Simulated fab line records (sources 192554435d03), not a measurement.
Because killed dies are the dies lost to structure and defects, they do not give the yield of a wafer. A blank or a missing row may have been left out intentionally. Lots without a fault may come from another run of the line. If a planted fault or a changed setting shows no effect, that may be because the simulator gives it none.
Matching of chambers / flow n5-finfet / N5_PMOS_HMC_CHANNEL_EPI_CMP_21 on cmp-04 has 4 sister chambers
The step polishes SiGe30, target thk 54 nm. 4 wafers are shown with their chamber, then 8 later ones without.

== WAFERS, EACH WITH ITS CHAMBER ==
wafer=L089.1; chamber=2; motor-current-A (A)=11.3
wafer=L089.2; chamber=1; motor-current-A (A)=10.5
wafer=L089.3; chamber=0; motor-current-A (A)=13.1
wafer=L090.1; chamber=3; motor-current-A (A)=12.7

== WAFERS MISSING THEIR CHAMBER ==
wafer=L090.2; motor-current-A (A)=10.9
wafer=L090.5; motor-current-A (A)=11.3
wafer=L092.2; motor-current-A (A)=12.8
wafer=L092.3; motor-current-A (A)=12.0
wafer=L092.6; motor-current-A (A)=12.0
wafer=L095.2; motor-current-A (A)=12.8
wafer=L095.4; motor-current-A (A)=10.7
wafer=L095.5; motor-current-A (A)=13.1

== EACH ONE'S CHAMBER ==
wafer=L090.2; from the rows above=can't be placed: 1 or 2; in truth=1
wafer=L090.5; from the rows above=2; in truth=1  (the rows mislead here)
wafer=L092.2; from the rows above=can't be placed: 3 or 0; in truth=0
wafer=L092.3; from the rows above=can't be placed: 2 or 3 or 0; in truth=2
wafer=L092.6; from the rows above=can't be placed: 2 or 3 or 0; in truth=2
wafer=L095.2; from the rows above=can't be placed: 3 or 0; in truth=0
wafer=L095.4; from the rows above=can't be placed: 1 or 2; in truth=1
wafer=L095.5; from the rows above=can't be placed: 0 or 3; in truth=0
Correctly placed: 0 of 8. Unplaceable from these rows: 7, with the true chamber sitting among the candidates in 7. Wrongly placed: 1.
How it was worked out, from the rows above alone: a wafer's distance from a chamber is the root of the sum, over the readings, of the square of ((its reading less the chamber's mean) divided by the reading's scatter). The wafer belongs to the nearest chamber; if the next one is less than 2 further off, it can't be placed. For every chamber, the mean is computed from those of its wafers that are shown. The scatter: root of mean squared gap, hidden wafer to nearest shown wafer, with one shown wafer a chamber.
